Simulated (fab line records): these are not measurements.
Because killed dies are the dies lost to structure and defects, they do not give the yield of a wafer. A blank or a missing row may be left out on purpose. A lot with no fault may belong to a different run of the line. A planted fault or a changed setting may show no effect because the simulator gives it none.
Split-lot study || flow n5 finfet || 7 lots, 21 wafers read, on a route of 1938 steps

ABOUT THE SPLIT
At N5_BEOL_M14_ETCH_59 (etches BARC in N2/H2, target depth 89 nm, overetch 26.7 nm, time 67.9 s), the setting time s was moved away from the recipe's 67.9 s on 6 of the 21 wafers read, by -21.8% to +19.6%. This setting was run at the recipe's value on the other wafers.

The reading comes from the split's own step.

THE READING
coat_of_BEOL_M14_COAT_04.thk nm (the simulator's own value, which no gauge read), in nm, at N5_BEOL_M14_ETCH_59 (etches BARC in N2/H2, target depth 89 nm, overetch 26.7 nm, time 67.9 s). There is no usual value for it anywhere in the file. The 15 wafers here that ran the recipe average 716.1 nm, standard deviation 3.3 nm.

{"wafer": "L075.1", "tool, chamber at the split": "rie diel-05, 0", "time s as run, s": 67.9, "against the recipe": "recipe", "coat_of_BEOL_M14_COAT_04.thk nm, nm": 718, "against lot-mates on the recipe": "-"}
{"wafer": "L075.2", "tool, chamber at the split": "rie diel-05, 1", "time s as run, s": 59.67, "against the recipe": "-12.1%", "coat_of_BEOL_M14_COAT_04.thk nm, nm": 729.2, "against lot-mates on the recipe": "+11.5"}
{"wafer": "L075.5", "tool, chamber at the split": "rie diel-05, 0", "time s as run, s": 67.9, "against the recipe": "recipe", "coat_of_BEOL_M14_COAT_04.thk nm, nm": 717.4, "against lot-mates on the recipe": "-"}
{"wafer": "L082.1", "tool, chamber at the split": "rie diel-04, 2", "time s as run, s": 67.9, "against the recipe": "recipe", "coat_of_BEOL_M14_COAT_04.thk nm, nm": 716.2, "against lot-mates on the recipe": "-"}
{"wafer": "L082.2", "tool, chamber at the split": "rie diel-04, 1", "time s as run, s": 67.9, "against the recipe": "recipe", "coat_of_BEOL_M14_COAT_04.thk nm, nm": 712.8, "against lot-mates on the recipe": "-"}
{"wafer": "L082.4", "tool, chamber at the split": "rie diel-04, 3", "time s as run, s": 67.9, "against the recipe": "recipe", "coat_of_BEOL_M14_COAT_04.thk nm, nm": 715, "against lot-mates on the recipe": "-"}
{"wafer": "L087.3", "tool, chamber at the split": "rie diel-05, 2", "time s as run, s": 53.13, "against the recipe": "-21.8%", "coat_of_BEOL_M14_COAT_04.thk nm, nm": 735, "against lot-mates on the recipe": "+18.2"}
{"wafer": "L087.5", "tool, chamber at the split": "rie diel-05, 1", "time s as run, s": 67.9, "against the recipe": "recipe", "coat_of_BEOL_M14_COAT_04.thk nm, nm": 716.8, "against lot-mates on the recipe": "-"}
{"wafer": "L087.6", "tool, chamber at the split": "rie diel-05, 0", "time s as run, s": 53.13, "against the recipe": "-21.8%", "coat_of_BEOL_M14_COAT_04.thk nm, nm": 728, "against lot-mates on the recipe": "+11.2"}
{"wafer": "L090.4", "tool, chamber at the split": "rie diel-01, 1", "time s as run, s": 67.9, "against the recipe": "recipe", "coat_of_BEOL_M14_COAT_04.thk nm, nm": 709.2, "against lot-mates on the recipe": "-"}
{"wafer": "L090.5", "tool, chamber at the split": "rie diel-01, 1", "time s as run, s": 67.9, "against the recipe": "recipe", "coat_of_BEOL_M14_COAT_04.thk nm, nm": 710.4, "against lot-mates on the recipe": "-"}
{"wafer": "L090.6", "tool, chamber at the split": "rie diel-01, 0", "time s as run, s": 81.19, "against the recipe": "+19.6%", "coat_of_BEOL_M14_COAT_04.thk nm, nm": 701.8, "against lot-mates on the recipe": -8.0}
{"wafer": "L091.3", "tool, chamber at the split": "rie diel-05, 2", "time s as run, s": 57.09, "against the recipe": "-15.9%", "coat_of_BEOL_M14_COAT_04.thk nm, nm": 736.2, "against lot-mates on the recipe": "+16.0"}
{"wafer": "L091.4", "tool, chamber at the split": "rie diel-05, 1", "time s as run, s": 67.9, "against the recipe": "recipe", "coat_of_BEOL_M14_COAT_04.thk nm, nm": 720.2, "against lot-mates on the recipe": "-"}
{"wafer": "L091.5", "tool, chamber at the split": "rie diel-05, 2", "time s as run, s": 57.09, "against the recipe": "-15.9%", "coat_of_BEOL_M14_COAT_04.thk nm, nm": 734.6, "against lot-mates on the recipe": "+14.4"}
{"wafer": "L092.1", "tool, chamber at the split": "rie diel-01, 3", "time s as run, s": 67.9, "against the recipe": "recipe", "coat_of_BEOL_M14_COAT_04.thk nm, nm": 721.4, "against lot-mates on the recipe": "-"}
{"wafer": "L092.4", "tool, chamber at the split": "rie diel-01, 1", "time s as run, s": 67.9, "against the recipe": "recipe", "coat_of_BEOL_M14_COAT_04.thk nm, nm": 716.4, "against lot-mates on the recipe": "-"}
{"wafer": "L092.5", "tool, chamber at the split": "rie diel-01, 1", "time s as run, s": 67.9, "against the recipe": "recipe", "coat_of_BEOL_M14_COAT_04.thk nm, nm": 718.4, "against lot-mates on the recipe": "-"}
{"wafer": "L097.3", "tool, chamber at the split": "rie diel-04, 2", "time s as run, s": 67.9, "against the recipe": "recipe", "coat_of_BEOL_M14_COAT_04.thk nm, nm": 713.4, "against lot-mates on the recipe": "-"}
{"wafer": "L097.4", "tool, chamber at the split": "rie diel-04, 3", "time s as run, s": 67.9, "against the recipe": "recipe", "coat_of_BEOL_M14_COAT_04.thk nm, nm": 718.8, "against lot-mates on the recipe": "-"}
{"wafer": "L097.5", "tool, chamber at the split": "rie diel-04, 2", "time s as run, s": 67.9, "against the recipe": "recipe", "coat_of_BEOL_M14_COAT_04.thk nm, nm": 717.8, "against lot-mates on the recipe": "-"}

FIT RESULTS
A straight line over all 21 wafers: coat_of_BEOL_M14_COAT_04.thk nm changes by -0.851 nm for each +1% of time s; r = -0.90; the points scatter about the line by 3.9 nm.
The same after taking each lot's own level away (the mean of its wafers on the recipe; 21 wafers): -0.689 nm for each +1%; r = -0.93; scatter 2.6 nm.
Per that fit: largest time s move, reading shift of 15 nm.
Measured against the standard deviation above, the lots' own levels, which go from 709.80 to 720.20 nm, span 3.1 times it.
Thus the slope moves with the lot-to-lot level: the two fits are different.
Check: +15 nm against its lot-mates is what the line predicts for one of the wafers moved furthest among these (-21.8%) when that wafer is left out of the fit. It came out at +18.2 nm against them.

FILE'S OWN FIT
coat_of_BEOL_M14_COAT_04.thk nm changes by -0.683 nm for each +1% of time s, r = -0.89.
